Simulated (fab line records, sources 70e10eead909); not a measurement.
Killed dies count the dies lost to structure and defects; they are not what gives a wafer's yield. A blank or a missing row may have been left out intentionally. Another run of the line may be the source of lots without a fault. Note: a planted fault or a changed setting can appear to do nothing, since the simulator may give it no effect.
fab line records | flow nand-harc
record: lots: 13 wafers: 39 last-day: 30
route steps=1302 shown P_BONDPAD@386 A_ONON_D1@425
lots untouched by any fault: they come from a run of this same line in which no faults occurred
start-h: hours from the record's opening day to when the first of the lot's shown wafers began | wait-h: how many hours have passed since the lot's step before this one | " repeats the value in the row above | L1.1+2: a single row standing in for several wafers | - no value, or no start was given | * or withheld: withheld | < > ~ a bound
route shown NAME@n: a module of which the file shows steps, and the number in the route of the first | usual: the fault-free wafers' mean and standard deviation | same: alike in all rows | chamber/n: place in a boat | sites: each site's reading | _std_site: the standard deviation of these | _edge_site: outer sites' mean less inner sites' | radius-mm: how far each site lies from the wafer's centre | mask NAME#n: copy n | behind: the last tool/chamber to shape the wafer | hold: cause of the lot's hold/its duration in hours/its outcome | device: whichever transistor did not switch (one of n, p or np) | end of line: the same wafers' tests at the end of the route | a step without rows: its recipe alone | killed: not the wafer's yield, but the dies lost to structure and defects at the first sort | map: dies across one wafer; x = killed, . = not, _ = none there
set.NAME: the setting that was run; set.NAME@STEP: the one run at that earlier step | model.NAME: the simulator's own value behind a step, which no gauge read
a sample of lots followed through the steps of the route, with each step as a table and each wafer as a row
services: the hour from which a tool's chamber was out of use, counted from the record's first day as start-h (under 0 if before that day), plus the number of hours and why
== steps ==
step: NHARC_P_BONDPAD_ACTIVATE_29
recipe: time-s: 60 n2-flow-sccm: 200 ar-flow-sccm: 0 bias-power-w: 0 chemistry: N2
usual: drypump-motor-current-A: 5.9/0.37 n2-flow-sccm: 200.0/0.62 oes-product-au: 1.002/0.0084 rf-vpp-V: 64.3/0.97 showerhead-plenum-p-Torr: 1.79/0.071
same: bias-power-w: 0
columns lot.wafer tool chamber start-h wait-h drypump-motor-current-A n2-flow-sccm oes-product-au rf-hours-counter-h rf-vpp-V showerhead-plenum-p-Torr
L549.3 rie-diel-06 3 141.05 0.1 5.8 200.1 0.982 0 65.1 1.87
L549.1 " 0 " " 6.0 199.5 0.992 0 63.3 1.68
L549.6 " 0 " " 6.0 199.0 0.992 - 63.1 1.68
L551.1 rie-diel-06 3 154.28 0.1 5.8 201.5 1.017 0 66.1 1.87
L551.4 " 0 " " 6.0 199.7 0.998 0 63.3 1.68
L551.5 " 2 " " 5.9 200.0 1.007 - 65.1 1.79
L553.3 rie-diel-06 0 173.74 0.1 6.0 200.8 0.999 0 61.4 1.68
L553.2 " 2 " " 5.8 199.1 1.010 1 63.3 1.79
L553.5 " 0 " " 6.0 199.7 0.999 - 63.5 1.68
L555.1 rie-diel-05 2 196.92 0.1 6.1 199.4 0.990 7 65.4 1.87
L555.4 " 3 " " 6.1 199.6 0.996 8 63.9 1.68
L555.6 " 2 " " 6.1 200.3 0.993 - 64.3 1.87
L556.2 rie-diel-10 3 208.37 0.1 5.2 200.5 1.014 9 62.4 1.80
L556.4 " 3 " " 5.2 200.5 1.003 - 63.6 1.80
L556.6 " 0 " " 5.6 199.6 1.008 - 63.9 1.89
L557.3 rie-diel-10 3 223.15 0.1 5.2 200.5 1.008 10 64.3 1.80
L557.4 " 1 " " 5.9 202.0 1.002 9 65.1 1.87
L557.6 " 3 " " 5.1 201.0 1.012 - 66.2 1.80
L558.3 rie-diel-10 1 231.35 0.1 5.9 199.7 1.005 9 64.1 1.87
L558.1 " 3 " " 5.2 200.2 1.007 10 63.1 1.80
L558.5 " 0 " " 5.6 200.0 1.006 - 63.8 1.88
L559.4 rie-diel-10 2 241.51 0.1 6.2 199.8 1.000 9 63.2 1.75
L559.2 " 0 " " 5.6 200.7 0.995 10 64.7 1.89
L559.5 " 2 " " 6.2 201.2 1.013 - 63.9 1.75
L560.1 rie-diel-05 3 251.02 0.1 6.1 200.4 0.989 1 63.4 1.68
L560.3 " 0 " " 5.5 200.1 0.997 1 63.8 1.72
L560.2 " 1 " " 6.3 199.0 1.012 1 63.6 1.76
L561.2 rie-diel-10 1 252.71 0.1 5.9 199.5 1.012 0 65.2 1.87
L561.3 " 0 " " 5.6 200.9 1.006 0 64.7 1.89
L561.6 " 1 " " 5.9 200.2 1.002 - 62.5 1.87
L562.3 rie-diel-06 3 284.17 0.1 5.8 199.2 1.005 3 65.4 1.87
L562.4 " 0 " " 6.0 199.9 0.995 3 63.2 1.68
L562.6 " 3 " " 5.8 199.9 1.007 - 66.2 1.87
L568.3 rie-diel-10 3 325.26 0.1 5.2 200.4 1.001 4 64.8 1.80
L568.4 " 0 " " 5.5 199.7 1.007 4 64.9 1.88
L568.6 " 3 " " 5.2 199.7 1.006 - 64.6 1.80
L569.2 rie-diel-06 0 336.82 0.1 6.1 200.7 1.006 1 64.5 1.68
L569.1 " 1 " " 6.5 199.7 0.996 1 65.1 1.81
L569.4 " 2 " " 5.9 200.2 1.004 1 64.5 1.79
step: NHARC_A_ONON_D1_THK_MEAS_02
recipe: thk-meas-gauge: ellipsometry
usual: thk-nm: 998/10
columns lot.wafer tool chamber start-h wait-h thk-nm
L549.1 film-metro-02 - 163.35 - 1009
L549.3 " - " " 1010
L549.6 " - " " 1009
L551.1 film-metro-01 - 180.69 - 1005
L551.4 " - " " 1006
L551.5 " - " " 1006
L553.2 film-metro-01 - 196.94 - 986
L553.3 " - " " 984
L553.5 " - " " 986
L555.1 film-metro-02 - 221.21 - 1008
L555.4 " - " " 1011
L555.6 " - " " 1010
L556.2 film-metro-02 - 231.08 - 996
L556.4 " - " " 998
L556.6 " - " " 997
L557.3 film-metro-02 - 246.83 - 994
L557.4 " - " " 991
L557.6 " - " " 994
L558.1 film-metro-02 - 255.47 - 1005
L558.3 " - " " 1004
L558.5 " - " " 1004
L559.2 film-metro-02 - 264.99 - 985
L559.4 " - " " 985
L559.5 " - " " 985
L561.2 film-metro-02 - 275.26 - 994
L561.3 " - " " 996
L561.6 " - " " 995
L560.1 film-metro-01 - 275.32 - 1010
L560.2 " - " " 1010
L560.3 " - " " 1012
L562.3 film-metro-01 - 308.34 - 1015
L562.4 " - " " 1013
L562.6 " - " " 1013
L568.3 film-metro-02 - 348.33 - 974
L568.4 " - " " 975
L568.6 " - " " 976
L569.1 film-metro-02 - 359.91 - 987
L569.2 " - " " 989
L569.4 " - " " 989
step: NHARC_A_ONON_D1_DEP_09
recipe: target-thk-a: 10000 n2-flow-sccm: 2750 n2o-flow-sccm: 2000 nh3-flow-sccm: 500 sih4-flow-sccm: 210 temp-c: 400
usual: n2-flow-sccm: 2750/9.1 n2o-flow-sccm: 2000/5
columns lot.wafer tool chamber start-h wait-h n2-flow-sccm n2o-flow-sccm
L549.1 pecvd-onon-03 0 164.53 0.1 2756 2004
L549.3 " 0 " " 2749 1994
L549.6 " 0 " " 2759 2000
L551.1 pecvd-onon-02 0 181.88 0.1 2749 2003
L551.4 " 0 " " 2757 2003
L551.5 " 0 " " 2747 1999
L553.2 pecvd-onon-02 0 198.18 0.1 2748 1999
L553.3 " 0 " " 2742 1996
L553.5 " 0 " " 2745 2005
L555.1 pecvd-onon-01 0 222.40 0.1 2725 2007
L555.4 " 0 " " 2731 2002
L555.6 " 0 " " 2734 2005
L556.2 pecvd-onon-01 0 232.33 0.1 2763 1999
L556.4 " 0 " " 2748 2001
L556.6 " 0 " " 2756 2000
L557.3 pecvd-onon-01 0 248.13 0.2 2768 2002
L557.4 " 0 " " 2760 2002
L557.6 " 0 " " 2756 2003
L558.1 pecvd-onon-03 0 256.66 0.1 2740 2001
L558.3 " 0 " " 2759 1999
L558.5 " 0 " " 2741 2005
L559.2 pecvd-onon-02 0 266.24 0.1 2761 1994
L559.4 " 0 " " 2752 1988
L559.5 " 0 " " 2758 1997
L561.2 pecvd-onon-02 0 276.91 0.2 2758 1996
L561.3 " 0 " " 2753 1987
L561.6 " 0 " " 2760 1995
L560.1 pecvd-onon-03 0 277.07 0.4 2744 1994
L560.2 " 0 " " 2753 1998
L560.3 " 0 " " 2752 1990
L562.3 pecvd-onon-01 0 309.65 0.2 2740 1990
L562.4 " 0 " " 2752 1989
L562.6 " 0 " " 2752 1993
L568.3 pecvd-onon-02 0 349.64 0.2 2743 1999
L568.4 " 0 " " 2746 1998
L568.6 " 0 " " 2751 2010
L569.1 pecvd-onon-02 0 361.10 0.1 2734 1996
L569.2 " 0 " " 2741 1996
L569.4 " 0 " " 2746 2000
step: NHARC_A_ONON_D1_THK_MEAS_11
recipe: thk-meas-gauge: ellipsometry
usual: thk-nm: 996/9.6
columns lot.wafer tool chamber start-h wait-h hold thk-nm
L549.1 film-metro-02 - 165.04 - - 1004
L549.3 " - " " - 1004
L549.6 " - " " - 1007
L551.1 film-metro-02 - 182.39 - - 987
L551.4 " - " " - 989
L551.5 " - " " - 989
L553.2 film-metro-01 - 198.63 - - 1018
L553.3 " - " " - 1019
L553.5 " - " " - 1017
L555.1 film-metro-02 - 222.91 - - 1011
L555.4 " - " " - 1011
L555.6 " - " " - 1009
L556.2 film-metro-02 - 232.79 - - 989
L556.4 " - " " - 994
L556.6 " - " " - 992
L557.3 film-metro-01 - 248.53 - - 989
L557.4 " - " " - 989
L557.6 " - " " - 987
L558.1 film-metro-02 - 257.18 - - 1013
L558.3 " - " " - 1013
L558.5 " - " " - 1013
L559.2 film-metro-02 - 266.69 - - 979
L559.4 " - " " - 982
L559.5 " - " " - 979
L561.2 film-metro-01 - 277.36 - - 997
L561.3 " - " " - 997
L561.6 " - " " - 998
L560.1 film-metro-02 - 277.57 - - 1006
L560.2 " - " " - 1007
L560.3 " - " " - 1005
L562.3 film-metro-02 - 310.04 - - 993
L562.4 " - " " - 992
L562.6 " - " " - 993
L568.3 film-metro-01 - 350.04 - await-dispo/0.2h/release 1878
L568.4 " - " " await-dispo/0.2h/release 1877
L568.6 " - " " await-dispo/0.2h/release 1879
L568.3 film-metro-01 - 350.21 0.2 - 1877
L568.4 " - " " - 1880
L568.6 " - " " - 1880
L569.1 film-metro-02 - 361.61 - await-dispo/0.2h/release 1875
L569.2 " - " " await-dispo/0.2h/release 1876
L569.4 " - " " await-dispo/0.2h/release 1876
L569.1 film-metro-02 - 361.79 0.2 - 1875
L569.2 " - " " - 1875
L569.4 " - " " - 1875
step: NHARC_A_ONON_D1_THK_MEAS_34
recipe: thk-meas-gauge: ellipsometry
usual: thk-nm: 200.6/2.9
columns lot.wafer tool chamber start-h wait-h thk-nm
L549.1 film-metro-02 - 178.79 - 199.6
L549.3 " - " " 199.7
L549.6 " - " " 204.2
L551.1 film-metro-01 - 196.43 - 194.4
L551.4 " - " " 201.7
L551.5 " - " " 198.8
L553.2 film-metro-01 - 210.05 - 198.6
L553.3 " - " " 199.2
L553.5 " - " " 199.3
L555.1 film-metro-02 - 236.82 - 200.6
L555.4 " - " " 200.6
L555.6 " - " " 204.2
L556.2 film-metro-02 - 245.54 - 200.5
L556.4 " - " " 202.0
L556.6 " - " " 204.1
L557.3 film-metro-02 - 260.65 - 199.4
L557.4 " - " " 204.6
L557.6 " - " " 204.1
L558.1 film-metro-01 - 268.77 - 201.8
L558.3 " - " " 202.2
L558.5 " - " " 207.2
L559.2 film-metro-02 - 278.74 - 199.9
L559.4 " - " " 206.4
L559.5 " - " " 201.1
L561.2 film-metro-01 - 288.47 - 201.4
L561.3 " - " " 201.2
L561.6 " - " " 204.2
L560.1 film-metro-02 - 288.48 - 196.0
L560.2 " - " " 198.4
L560.3 " - " " 197.7
L562.3 film-metro-02 - 322.99 - 194.2
L562.4 " - " " 199.6
L562.6 " - " " 200.1
== services ==
columns tool chamber start-h hours kind
pecvd-onon-03 - 121.27 2.0 repair
rie-diel-10 0 123.50 - clean
rie-diel-06 - 130.20 9.0 pm
rie-diel-06 3 147.89 2.6 repair
rie-diel-05 1 161.60 3.1 repair
rie-diel-05 - 172.19 4.8 repair
rie-diel-10 2 174.34 12.1 repair
rie-diel-10 0 175.00 5.7 repair
rie-diel-06 - 175.34 1.2 repair
pecvd-onon-02 - 185.00 13.0 pm
rie-diel-10 1 198.88 9.6 repair
pecvd-onon-03 - 227.00 13.0 pm
rie-diel-10 2 227.84 9.2 repair
rie-diel-05 - 229.60 9.0 pm
rie-diel-06 2 236.38 5.0 repair
rie-diel-10 - 242.50 9.0 pm
rie-diel-06 3 255.54 6.7 repair
rie-diel-10 3 256.22 2.5 repair
pecvd-onon-01 - 269.11 13.0 pm
rie-diel-05 0 294.30 8.2 repair
rie-diel-06 - 307.20 9.0 pm
rie-diel-10 3 336.83 2.0 repair
rie-diel-10 0 351.60 6.4 repair
rie-diel-06 1 355.93 8.2 repair
== key ==
first-sign: step: NHARC_A_ONON_D1_THK_MEAS_11 reading: visit direction: added
effect: step: NHARC_A_ONON_D1_THK_MEAS_11 reading: thk-nm direction: up sigmas: 91 usual: 996 struck: 1877
met-at NHARC_A_ONON_D1_DEP_09
struck-lots L568,L569
struck-wafers L568.3,L568.4,L568.6,L569.1,L569.2,L569.4
scrapped-behind NHARC_A_ONON_D1_THK_MEAS_11 L568.3,L568.4,L568.6,L569.1,L569.2,L569.4
not-acting-at NHARC_P_BONDPAD_ACTIVATE_29,NHARC_A_ONON_D1_THK_MEAS_02,NHARC_A_ONON_D1_THK_MEAS_34
onset-between 276.91 349.64
also-fits time
fault: kind: process-parameter-drift tool: pecvd-onon-02 chamber: 0 onset-h: 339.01 steps: NHARC_A_ONON_D1_DEP_09 channel: target-thk-a offset: * shape: step end-h: 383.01 acts-in: * stated: *
